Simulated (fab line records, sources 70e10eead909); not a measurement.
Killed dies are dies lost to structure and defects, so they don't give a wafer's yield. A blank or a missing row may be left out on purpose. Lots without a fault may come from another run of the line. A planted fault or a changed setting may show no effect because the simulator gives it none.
Chamber matching | flow nand_harc | NHARC_A_STAIRCASE_CMP_450 on cmp-01: 4 sister chambers
The step polishes SiO2, target thk 200 nm. 20 wafers are shown with their chamber, then 10 later ones without.

WAFERS WITH THEIR CHAMBER
wafer  | chamber | motor_current_A (A)
L074.1 | 0       | 12.2
L074.4 | 1       | 12.3
L074.6 | 1       | 12.8
L078.1 | 0       | 12.1
L078.2 | 2       | 10.8
L078.3 | 3       | 11.2
L081.1 | 1       | 12.8
L081.2 | 0       | 12.1
L081.6 | 0       | 11.6
L082.1 | 1       | 12.5
L082.5 | 0       | 12.4
L082.6 | 3       | 11.8
L084.3 | 3       | 11.0
L084.5 | 1       | 12.0
L084.6 | 0       | 13.0
L085.1 | 1       | 12.9
L085.3 | 2       | 12.4
L085.5 | 1       | 12.1
L090.1 | 0       | 12.1
L090.3 | 1       | 12.0

SIGNATURES (means of the wafers above)
reading         | chamber 0 | chamber 1 | chamber 2 | chamber 3 | scatter within a chamber
motor_current_A | 12.214    | 12.425    | 11.600    | 11.333    | 0.48
Rule: a wafer's distance from a chamber is the root of the sum, over the readings, of the square of ((its reading less the chamber's mean) divided by the reading's scatter). The wafer belongs to the nearest chamber; if the next one is less than 2 further off, it can't be placed. The scatter: the root of (the sum of the squares of (reading less its chamber's mean) over the shown wafers, divided by (wafers less chambers)).

WAFERS WITHOUT THEIR CHAMBER
wafer  | motor_current_A (A)
L090.4 | 10.8
L091.1 | 12.3
L091.2 | 13.0
L091.3 | 13.0
L096.1 | 11.6
L096.3 | 11.4
L096.4 | 12.4
L097.1 | 12.4
L097.4 | 11.3
L097.5 | 11.3

WHICH CHAMBER EACH WENT THROUGH
wafer  | from the rows above               | in truth
L090.4 | can't be placed: 3 or 2 or 0      | 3
L091.1 | can't be placed: 0 or 1 or 2 or 3 | 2
L091.2 | can't be placed: 1 or 0 or 2      | 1
L091.3 | can't be placed: 1 or 0 or 2      | 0
L096.1 | can't be placed: 2 or 3 or 0 or 1 | 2
L096.3 | can't be placed: 3 or 2 or 0 or 1 | 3
L096.4 | can't be placed: 1 or 0 or 2      | 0
L097.1 | can't be placed: 1 or 0 or 2      | 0
L097.4 | can't be placed: 3 or 2 or 0      | 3
L097.5 | can't be placed: 3 or 2 or 0      | 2
Placed correctly: 0 of 10. Can't be placed from these rows: 10 (the true chamber is among the candidates in 10). Placed wrongly: 0.
